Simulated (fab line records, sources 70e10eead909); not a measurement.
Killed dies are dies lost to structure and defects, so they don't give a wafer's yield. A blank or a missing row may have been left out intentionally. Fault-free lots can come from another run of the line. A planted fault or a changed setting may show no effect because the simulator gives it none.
Which of the tools did it? + flow nandHarc + 24 lots with 72 wafers sampled at 6 steps, on a route of 1159 steps

## WHAT THE GAUGES READ, wafer by wafer
NHARC_P_M0_THK_MEAS_24: measures by xrf.
| lot  | measured     | on           | thkNm (nm)        |
|------|--------------|--------------|-------------------|
| L075 | day 6 05:36  | filmMetro-01 | 117.3 117.5 115.1 |
| L074 | day 6 08:02  | filmMetro-01 | 117.4 117.2 115.5 |
| L076 | day 6 11:11  | filmMetro-01 | 117.1 115.8 115.9 |
| L078 | day 6 22:48  | filmMetro-01 | 116.1 118.5 116.0 |
| L077 | day 7 00:07  | filmMetro-01 | 116.4 115.7 114.2 |
| L079 | day 7 00:35  | filmMetro-01 | 114.7 119.5 117.2 |
| L080 | day 7 11:31  | filmMetro-02 | 116.0 117.7 116.9 |
| L081 | day 8 01:06  | filmMetro-02 | 118.0 117.5 116.8 |
| L083 | day 8 01:16  | filmMetro-02 | 115.9 116.9 116.0 |
| L082 | day 8 02:22  | filmMetro-02 | 117.7 118.5 117.8 |
| L084 | day 8 23:01  | filmMetro-01 | 116.5 116.4 116.8 |
| L086 | day 9 01:08  | filmMetro-02 | 116.7 115.8 119.0 |
| L085 | day 9 01:50  | filmMetro-01 | 117.7 118.5 118.9 |
| L087 | day 9 01:58  | filmMetro-01 | 114.2 115.2 115.0 |
| L089 | day 9 17:51  | filmMetro-01 | 115.3 117.4 118.0 |
| L090 | day 9 18:53  | filmMetro-02 | 116.8 114.8 116.8 |
| L088 | day 9 19:20  | filmMetro-02 | 115.5 116.3 116.9 |
| L091 | day 10 01:27 | filmMetro-02 | 118.2 116.5 118.4 |
| L092 | day 10 08:07 | filmMetro-02 | 117.4 117.5 115.2 |
| L093 | day 10 17:17 | filmMetro-02 | 117.9 115.3 118.0 |
| L095 | day 10 22:07 | filmMetro-02 | 118.9 118.3 117.6 |
| L094 | day 10 22:41 | filmMetro-02 | 116.4 117.1 118.1 |
| L096 | day 11 18:39 | filmMetro-02 | 117.4 117.2 118.4 |
| L097 | day 11 18:49 | filmMetro-01 | 115.4 120.9 118.7 |

NHARC_P_M1_CD_MEAS_09 targets a cd of 130 nm.
| lot  | measured     | on       | cdNm (nm)         |
|------|--------------|----------|-------------------|
| L075 | day 6 07:01  | cdSem-01 | 130.9 130.9 129.4 |
| L074 | day 6 09:38  | cdSem-01 | 129.8 130.2 129.9 |
| L076 | day 6 12:37  | cdSem-02 | 128.6 130.0 130.7 |
| L078 | day 7 00:29  | cdSem-03 | 129.2 129.8 130.3 |
| L077 | day 7 01:32  | cdSem-03 | 129.8 129.1 129.3 |
| L079 | day 7 02:13  | cdSem-02 | 130.6 129.9 130.1 |
| L080 | day 7 12:56  | cdSem-02 | 130.5 129.3 131.0 |
| L081 | day 8 02:32  | cdSem-03 | 130.1 130.1 129.7 |
| L083 | day 8 02:52  | cdSem-01 | 129.9 130.1 130.0 |
| L082 | day 8 03:55  | cdSem-03 | 129.2 130.3 129.7 |
| L084 | day 9 00:34  | cdSem-03 | 131.0 129.7 129.9 |
| L086 | day 9 02:41  | cdSem-01 | 129.4 129.5 130.0 |
| L085 | day 9 03:21  | cdSem-01 | 129.8 129.5 129.3 |
| L087 | day 9 03:48  | cdSem-01 | 129.3 129.4 129.9 |
| L089 | day 9 19:26  | cdSem-03 | 129.7 128.7 129.5 |
| L090 | day 9 20:26  | cdSem-02 | 129.6 130.7 130.2 |
| L088 | day 9 20:55  | cdSem-03 | 131.1 130.2 130.6 |
| L091 | day 10 03:12 | cdSem-02 | 130.9 130.8 130.1 |
| L092 | day 10 09:40 | cdSem-01 | 130.2 130.9 129.6 |
| L093 | day 10 18:43 | cdSem-02 | 130.3 129.3 131.2 |
| L095 | day 10 23:43 | cdSem-03 | 130.3 130.3 129.4 |
| L094 | day 11 00:21 | cdSem-01 | 129.9 129.7 130.2 |
| L096 | day 11 20:10 | cdSem-01 | 131.1 130.3 130.1 |
| L097 | day 11 20:31 | cdSem-03 | 129.9 128.9 130.2 |

NHARC_P_M1_THK_MEAS_24: measures by xrf.
| lot  | measured     | on           | thkNm (nm)        |
|------|--------------|--------------|-------------------|
| L075 | day 6 09:39  | filmMetro-01 | 157.3 156.1 158.2 |
| L074 | day 6 12:16  | filmMetro-01 | 153.9 156.1 158.6 |
| L076 | day 6 15:22  | filmMetro-01 | 158.2 160.4 158.5 |
| L078 | day 7 03:08  | filmMetro-01 | 157.1 158.7 157.2 |
| L077 | day 7 04:07  | filmMetro-01 | 157.6 157.2 159.5 |
| L079 | day 7 04:50  | filmMetro-01 | 156.6 153.6 158.1 |
| L080 | day 7 15:33  | filmMetro-02 | 159.1 159.5 159.1 |
| L081 | day 8 05:09  | filmMetro-02 | 158.5 157.5 159.3 |
| L083 | day 8 05:46  | filmMetro-01 | 158.3 157.1 160.0 |
| L082 | day 8 06:31  | filmMetro-01 | 157.1 155.2 156.9 |
| L084 | day 9 03:13  | filmMetro-02 | 156.5 158.8 154.8 |
| L086 | day 9 05:18  | filmMetro-01 | 158.6 156.8 159.1 |
| L085 | day 9 05:59  | filmMetro-02 | 155.7 158.3 157.7 |
| L087 | day 9 06:25  | filmMetro-02 | 160.8 159.7 157.4 |
| L089 | day 9 22:05  | filmMetro-02 | 158.7 158.4 159.0 |
| L090 | day 9 23:05  | filmMetro-02 | 157.7 157.6 158.2 |
| L088 | day 9 23:43  | filmMetro-01 | 156.1 157.7 157.3 |
| L091 | day 10 05:50 | filmMetro-02 | 155.2 157.7 159.8 |
| L092 | day 10 12:19 | filmMetro-01 | 156.1 158.9 158.9 |
| L093 | day 10 21:22 | filmMetro-02 | 158.2 158.9 155.2 |
| L095 | day 11 02:44 | filmMetro-01 | 156.9 155.5 158.1 |
| L094 | day 11 03:01 | filmMetro-02 | 157.3 156.5 156.2 |
| L096 | day 11 22:48 | filmMetro-01 | 157.2 156.6 157.2 |
| L097 | day 11 23:07 | filmMetro-01 | 157.2 157.2 157.3 |

## WHICH TOOL RAN EACH LOT (tool, then ch and the chambers of the sampled wafers, then the start)
| lot  | NHARC_P_M0_DEGAS_28         | NHARC_P_M0_PVD_20                      | NHARC_P_M1_ETCH_28                           |
|------|-----------------------------|----------------------------------------|----------------------------------------------|
| L075 | pvdSputter-01, day 6 04:13  | pvdSputter-01, day 6 05:36 or earlier  | rieDiel-04 ch 0,2,3, day 6 09:39 or earlier  |
| L074 | pvdSputter-03, day 6 06:29  | pvdSputter-03, day 6 08:02 or earlier  | rieDiel-03 ch 1,2, day 6 12:16 or earlier    |
| L076 | pvdSputter-03, day 6 09:47  | pvdSputter-03, day 6 11:11 or earlier  | rieDiel-05 ch 0,1, day 6 15:22 or earlier    |
| L078 | pvdSputter-02, day 6 21:22  | pvdSputter-02, day 6 22:48 or earlier  | rieDiel-05 ch 1,2,3, day 7 03:08 or earlier  |
| L077 | pvdSputter-02, day 6 22:43  | pvdSputter-02, day 7 00:07 or earlier  | rieDiel-04 ch 0,2,3, day 7 04:07 or earlier  |
| L079 | pvdSputter-03, day 6 23:07  | pvdSputter-03, day 7 00:35 or earlier  | rieDiel-03 ch 0,1,3, day 7 04:50 or earlier  |
| L080 | pvdSputter-03, day 7 10:08  | pvdSputter-03, day 7 11:31 or earlier  | rieDiel-03 ch 2,3, day 7 15:33 or earlier    |
| L081 | pvdSputter-02, day 7 23:42  | pvdSputter-02, day 8 01:06 or earlier  | rieDiel-03 ch 0,1,2, day 8 05:09 or earlier  |
| L083 | pvdSputter-03, day 7 23:52  | pvdSputter-03, day 8 01:16 or earlier  | rieDiel-03 ch 1,2,3, day 8 05:46 or earlier  |
| L082 | pvdSputter-01, day 8 00:55  | pvdSputter-01, day 8 02:22 or earlier  | rieDiel-04 ch 0,1,3, day 8 06:31 or earlier  |
| L084 | pvdSputter-02, day 8 21:36  | pvdSputter-02, day 8 23:01 or earlier  | rieDiel-03 ch 0,1,2, day 9 03:13 or earlier  |
| L086 | pvdSputter-01, day 8 23:38  | pvdSputter-01, day 9 01:08 or earlier  | rieDiel-05 ch 0,1,2, day 9 05:18 or earlier  |
| L085 | pvdSputter-02, day 8 23:55  | pvdSputter-02, day 9 01:50 or earlier  | rieDiel-04 ch 0,1,2, day 9 05:59 or earlier  |
| L087 | pvdSputter-03, day 9 00:11  | pvdSputter-03, day 9 01:58 or earlier  | rieDiel-03 ch 0,1,2, day 9 06:25 or earlier  |
| L089 | pvdSputter-02, day 9 16:28  | pvdSputter-02, day 9 17:51 or earlier  | rieDiel-03 ch 0,1, day 9 22:05 or earlier    |
| L090 | pvdSputter-01, day 9 17:29  | pvdSputter-01, day 9 18:53 or earlier  | rieDiel-03 ch 0,1,3, day 9 23:05 or earlier  |
| L088 | pvdSputter-03, day 9 17:56  | pvdSputter-03, day 9 19:20 or earlier  | rieDiel-03 ch 2,3, day 9 23:43 or earlier    |
| L091 | pvdSputter-03, day 10 00:03 | pvdSputter-03, day 10 01:27 or earlier | rieDiel-05 ch 0,1,3, day 10 05:50 or earlier |
| L092 | pvdSputter-01, day 10 06:38 | pvdSputter-01, day 10 08:07 or earlier | rieDiel-04 ch 0,1,3, day 10 12:19 or earlier |
| L093 | pvdSputter-03, day 10 15:53 | pvdSputter-03, day 10 17:17 or earlier | rieDiel-05 ch 1,3, day 10 21:22 or earlier   |
| L095 | pvdSputter-02, day 10 20:43 | pvdSputter-02, day 10 22:07 or earlier | rieDiel-04 ch 1,2,3, day 11 02:44 or earlier |
| L094 | pvdSputter-03, day 10 21:17 | pvdSputter-03, day 10 22:41 or earlier | rieDiel-05 ch 2,3, day 11 03:01 or earlier   |
| L096 | pvdSputter-01, day 11 17:16 | pvdSputter-01, day 11 18:39 or earlier | rieDiel-03 ch 0,1, day 11 22:48 or earlier   |
| L097 | pvdSputter-03, day 11 17:25 | pvdSputter-03, day 11 18:49 or earlier | rieDiel-05 ch 1,2, day 11 23:07 or earlier   |
- NHARC_P_M0_DEGAS_28: time 60 s.
- NHARC_P_M0_PVD_20: deposits TaN, target thk 5 nm, time 8.06 s.
- NHARC_P_M1_ETCH_28: etches the open film in CF4/N2, target depth 30 nm, time 72.99 s.

## WHAT THE TOOLS THEMSELVES READ (means of the sampled wafers that have a number; where no wafer has one, the mark that the record gives instead)
NHARC_P_M0_DEGAS_28.
| lot  | tool          | heaterPowerW (W) |
|------|---------------|------------------|
| L075 | pvdSputter-01 | 339              |
| L074 | pvdSputter-03 | 314              |
| L076 | pvdSputter-03 | 348              |
| L078 | pvdSputter-02 | 291              |
| L077 | pvdSputter-02 | 294              |
| L079 | pvdSputter-03 | 338              |
| L080 | pvdSputter-03 | 339              |
| L081 | pvdSputter-02 | 313              |
| L083 | pvdSputter-03 | 314              |
| L082 | pvdSputter-01 | 371              |
| L084 | pvdSputter-02 | 302              |
| L086 | pvdSputter-01 | 332              |
| L085 | pvdSputter-02 | 318              |
| L087 | pvdSputter-03 | 339              |
| L089 | pvdSputter-02 | 317              |
| L090 | pvdSputter-01 | 357              |
| L088 | pvdSputter-03 | 356              |
| L091 | pvdSputter-03 | 336              |
| L092 | pvdSputter-01 | 348              |
| L093 | pvdSputter-03 | 335              |
| L095 | pvdSputter-02 | 324              |
| L094 | pvdSputter-03 | 343              |
| L096 | pvdSputter-01 | 337              |
| L097 | pvdSputter-03 | 318              |

NHARC_P_M0_PVD_20.
| lot  | tool          | throttleValvePct (%) |
|------|---------------|----------------------|
| L075 | pvdSputter-01 | 30.0                 |
| L074 | pvdSputter-03 | 29.8                 |
| L076 | pvdSputter-03 | 28.8                 |
| L078 | pvdSputter-02 | 30.2                 |
| L077 | pvdSputter-02 | 30.0                 |
| L079 | pvdSputter-03 | 29.5                 |
| L080 | pvdSputter-03 | 29.5                 |
| L081 | pvdSputter-02 | 30.2                 |
| L083 | pvdSputter-03 | 28.6                 |
| L082 | pvdSputter-01 | 29.8                 |
| L084 | pvdSputter-02 | 30.3                 |
| L086 | pvdSputter-01 | 30.2                 |
| L085 | pvdSputter-02 | 29.6                 |
| L087 | pvdSputter-03 | 30.2                 |
| L089 | pvdSputter-02 | 30.7                 |
| L090 | pvdSputter-01 | 30.8                 |
| L088 | pvdSputter-03 | 30.5                 |
| L091 | pvdSputter-03 | 29.4                 |
| L092 | pvdSputter-01 | 30.2                 |
| L093 | pvdSputter-03 | 30.9                 |
| L095 | pvdSputter-02 | 30.6                 |
| L094 | pvdSputter-03 | 29.3                 |
| L096 | pvdSputter-01 | 30.2                 |
| L097 | pvdSputter-03 | 29.3                 |

NHARC_P_M1_ETCH_28.
| lot  | tool       | drypumpMotorCurrentA (A) | oesProductAu (a.u.) | rfVppV (V) | showerheadPlenumPTorr (Torr) | throttleValvePct (%) |
|------|------------|--------------------------|---------------------|------------|------------------------------|----------------------|
| L075 | rieDiel-04 | 5.5                      | 0.999               | 314.1      | 2.61                         | 19.788               |
| L074 | rieDiel-03 | 5.8                      | 0.993               | 313.6      | 2.63                         | 19.792               |
| L076 | rieDiel-05 | 5.6                      | 0.995               | 315.9      | 2.73                         | 19.789               |
| L078 | rieDiel-05 | 6.1                      | 0.991               | 314.8      | 2.58                         | 19.795               |
| L077 | rieDiel-04 | 5.5                      | 0.998               | 314.2      | 2.60                         | 19.795               |
| L079 | rieDiel-03 | 5.5                      | 0.990               | 315.2      | 2.67                         | 19.800               |
| L080 | rieDiel-03 | 5.1                      | 0.989               | 316.7      | 2.79                         | 19.797               |
| L081 | rieDiel-03 | 5.8                      | 0.985               | 314.0      | 2.63                         | 19.805               |
| L083 | rieDiel-03 | 5.4                      | 0.988               | 315.8      | 2.71                         | 19.797               |
| L082 | rieDiel-04 | 5.7                      | 0.990               | 313.8      | 2.64                         | 19.788               |
| L084 | rieDiel-03 | 5.8                      | 0.990               | 314.0      | 2.63                         | 19.797               |
| L086 | rieDiel-05 | 5.7                      | 0.998               | 313.6      | 2.63                         | 19.794               |
| L085 | rieDiel-04 | 5.3                      | 0.992               | 313.9      | 2.61                         | 19.799               |
| L087 | rieDiel-03 | 5.8                      | 0.991               | 314.7      | 2.63                         | 19.789               |
| L089 | rieDiel-03 | 5.9                      | 0.982               | 313.1      | 2.59                         | 19.795               |
| L090 | rieDiel-03 | 5.5                      | 0.997               | 314.9      | 2.67                         | 19.787               |
| L088 | rieDiel-03 | 5.4                      | 0.991               | 316.0      | 2.74                         | 19.791               |
| L091 | rieDiel-05 | 6.0                      | 0.993               | 314.8      | 2.68                         | 19.799               |
| L092 | rieDiel-04 | 5.7                      | 1.003               | 314.0      | 2.64                         | 19.790               |
| L093 | rieDiel-05 | 6.4                      | 0.998               | 314.4      | 2.64                         | 19.788               |
| L095 | rieDiel-04 | 5.4                      | 1.007               | 313.5      | 2.62                         | 19.800               |
| L094 | rieDiel-05 | 5.9                      | 0.989               | 312.1      | 2.52                         | 19.791               |
| L096 | rieDiel-03 | 5.9                      | 0.997               | 313.5      | 2.59                         | 19.785               |
| L097 | rieDiel-05 | 5.9                      | 0.998               | 312.4      | 2.53                         | 19.787               |

## THE ANSWER, worked out from the rows above alone
Rule: the usual values come from the lots themselves. The widest of any qualifying gaps counts: lots, ordered by their means at a reading, are off when they make up no more than a third of the lots, leave a main group of 4 or more, and stand apart from it by 3 or more times the standard deviation of that group's means. A main group is skipped when, at the precision printed for the reading in the tables above, its means are all equal. A lot without any number at a reading at which 4 lots or more have one is off too. The other lots that the step has rows for count as sound. After the gauges, taken in route order, come the tools' own readings; for these a lot's mean is taken, as printed above. The first step at which some lot is off is used, and at that step the reading that is off furthest; a lot without a number counts as furthest.
Across all readings shown, no lot is off: no conclusion can be drawn from this.

## WHAT HAD BEEN PUT IN BY THE SIMULATOR
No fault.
